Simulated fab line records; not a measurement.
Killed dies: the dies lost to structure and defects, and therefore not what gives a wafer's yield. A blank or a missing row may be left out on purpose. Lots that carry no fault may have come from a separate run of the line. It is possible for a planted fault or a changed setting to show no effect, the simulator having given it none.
Matching of chambers | flow nand_harc | cmp-03 running NHARC_P_M2_CMP_23: 4 sister chambers
The step polishes, t overpolish 20 s, target thk 144.3 nm. 14 wafers are shown with their chamber, then 7 later ones without.

EACH WAFER AND ITS CHAMBER
wafer  | chamber | motor_current_A (A) | time_to_endpoint_s (s) | edge_zone_pressure_frac
L476.1 | 3       | 13.4                | 30                     | 1.000
L476.4 | 1       | 10.6                | 33                     | 0.995
L476.6 | 3       | 13.2                | 31                     | 1.000
L480.1 | 3       | 12.6                | 33                     | 1.005
L480.3 | 2       | 11.4                | 33                     | 1.009
L480.6 | 1       | 11.0                | 31                     | 0.999
L483.2 | 0       | 12.3                | 26                     | 0.998
L483.3 | 2       | 11.2                | 31                     | 1.007
L483.4 | 1       | 10.4                | 32                     | 0.991
L487.1 | 1       | 11.3                | 30                     | 1.013
L487.2 | 2       | 11.4                | 31                     | 0.998
L487.3 | 3       | 13.3                | 30                     | 0.995
L495.2 | 3       | 13.6                | 29                     | 1.005
L495.4 | 1       | 11.0                | 30                     | 1.002

SIGNATURES (means of the wafers above)
reading                 | chamber 0 | chamber 1 | chamber 2 | chamber 3 | scatter within a chamber
motor_current_A         | 12.300    | 10.860    | 11.333    | 13.220    | 0.333
time_to_endpoint_s      | 26.00     | 31.20     | 31.67     | 30.60     | 1.37
edge_zone_pressure_frac | 0.99800   | 1.00000   | 1.00467   | 1.00100   | 0.00647
Rule: distance of a wafer from a chamber = root of the sum over the readings of ((wafer's reading minus chamber's mean) / reading's scatter) squared. The wafer belongs to the nearest chamber; if the next one is less than 2 further off, it can't be placed. The scatter is the square root of a quotient: the sum, over the shown wafers, of each reading's squared deviation from its chamber's mean, divided by wafers minus chambers.

WAFERS MISSING THEIR CHAMBER
wafer  | motor_current_A (A) | time_to_endpoint_s (s) | edge_zone_pressure_frac
L495.6 | 12.7                | 25                     | 1.001
L499.1 | 13.3                | 30                     | 1.006
L499.2 | 12.1                | 32                     | 0.999
L499.3 | 11.0                | 29                     | 0.997
L498.3 | 13.1                | 30                     | 1.002
L498.5 | 11.6                | 29                     | 0.997
L498.6 | 10.9                | 32                     | 0.997

THE CHAMBER EACH PASSED THROUGH
wafer  | from the rows above               | in truth
L495.6 | 0                                 | 0
L499.1 | 3                                 | 3
L499.2 | can't be placed: 2 or 3 or 1 or 0 | 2
L499.3 | can't be placed: 1 or 2           | 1
L498.3 | 3                                 | 3
L498.5 | can't be placed: 2 or 1 or 0      | 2
L498.6 | can't be placed: 1 or 2           | 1
3 of 7 placed correctly. Can't be placed from these rows: 4 (the true chamber is among the candidates in 4). 0 placed wrongly.
